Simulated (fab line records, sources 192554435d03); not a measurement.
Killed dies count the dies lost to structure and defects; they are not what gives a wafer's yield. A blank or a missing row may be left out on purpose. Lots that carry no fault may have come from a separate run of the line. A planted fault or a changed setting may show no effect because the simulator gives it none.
Chamber matching -- flow n5Finfet -- N5_BEOL_M12_CMP_49 on cmp-03 has 4 sister chambers
The step polishes, stops on SiOC, t overpolish 20.6 s, target thk 320 nm. 4 wafers are shown with their chamber, then 11 later ones without.

## WAFERS, EACH WITH ITS CHAMBER
wafer,chamber,motorCurrentA (A)
L082.1,1,6.1
L088.4,3,6.1
L086.6,2,7.3
L090.2,0,6.5

## WAFERS WITHOUT THEIR CHAMBER
wafer,motorCurrentA (A)
L090.5,6.8
L090.6,6.2
L091.1,6.7
L091.4,7.1
L091.5,5.8
L092.1,6.6
L092.2,7.0
L092.5,5.9
L094.2,7.2
L094.3,6.3
L094.6,6.0

## WHICH CHAMBER EACH ONE RAN IN
wafer,from the rows above,in truth
L090.5,can't be placed: 0 or 2 or 1 or 3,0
L090.6,can't be placed: 1 or 3 or 0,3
L091.1,can't be placed: 0 or 2 or 1 or 3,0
L091.4,can't be placed: 2 or 0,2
L091.5,can't be placed: 1 or 3 or 0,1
L092.1,can't be placed: 0 or 1 or 3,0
L092.2,can't be placed: 2 or 0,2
L092.5,can't be placed: 1 or 3 or 0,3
L094.2,2,2
L094.3,can't be placed: 0 or 1 or 3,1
L094.6,can't be placed: 1 or 3 or 0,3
Correctly placed: 1 of 11. Unplaceable from these rows: 10, with the true chamber sitting among the candidates in 10. Wrongly placed: 0.
How it was worked out, from the rows above alone: a wafer's distance from a chamber is the root of the sum, over the readings, of the square of ((its reading less the chamber's mean) divided by the reading's scatter). The wafer belongs to the nearest chamber; if the next one is less than 2 further off, it can't be placed. A chamber's mean is the mean of its shown wafers. The scatter: root of mean squared gap, hidden wafer to nearest shown wafer, with one shown wafer a chamber.
